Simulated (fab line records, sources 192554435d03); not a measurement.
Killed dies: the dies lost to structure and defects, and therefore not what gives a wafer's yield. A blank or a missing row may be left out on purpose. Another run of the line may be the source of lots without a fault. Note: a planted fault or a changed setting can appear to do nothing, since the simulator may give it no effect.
Matching of chambers | flow n5 finfet | N5_ILD0_LINER_00 on ald sin-01: 4 sister chambers
The step material SiNx, target thk 4 nm, pulse time 1 s, purge time 2 s. 4 wafers are shown with their chamber, then 10 later ones without.

WAFERS PAIRED WITH THEIR CHAMBERS
wafer  | chamber | heater power w (W)
L077.5 | 1       | 904
L086.2 | 3       | 847
L088.1 | 2       | 899
L088.5 | 0       | 721

WAFERS WITH NO CHAMBER GIVEN
wafer  | heater power w (W)
L088.6 | 833
L090.2 | 834
L090.4 | 902
L090.5 | 855
L092.1 | 893
L092.2 | 888
L092.3 | 841
L092.4 | 720
L092.5 | 899
L092.6 | 861

CHAMBER TAKEN BY EACH
wafer  | from the rows above     | in truth
L088.6 | 3                       | 3
L090.2 | 3                       | 3
L090.4 | can't be placed: 1 or 2 | 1
L090.5 | 3                       | 3
L092.1 | can't be placed: 2 or 1 | 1
L092.2 | can't be placed: 2 or 1 | 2
L092.3 | 3                       | 3
L092.4 | 0                       | 0
L092.5 | can't be placed: 2 or 1 | 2
L092.6 | 3                       | 3
Correctly placed: 6 of 10. From these rows, 4 cannot be placed; in 4 the true chamber is one of the candidates. Wrongly placed: 0.
How it was worked out, from the rows above alone: a wafer's distance from a chamber is the root of the sum, over the readings, of the square of ((its reading less the chamber's mean) divided by the reading's scatter). If the next closest chamber is less than 2 further off than the closest, the wafer can't be placed; otherwise it belongs to the closest. The mean given for a chamber averages the wafers shown for that chamber. The scatter (one wafer shown for each chamber): square how far every hidden wafer sits from the nearest shown wafer, average those squares and take the square root.
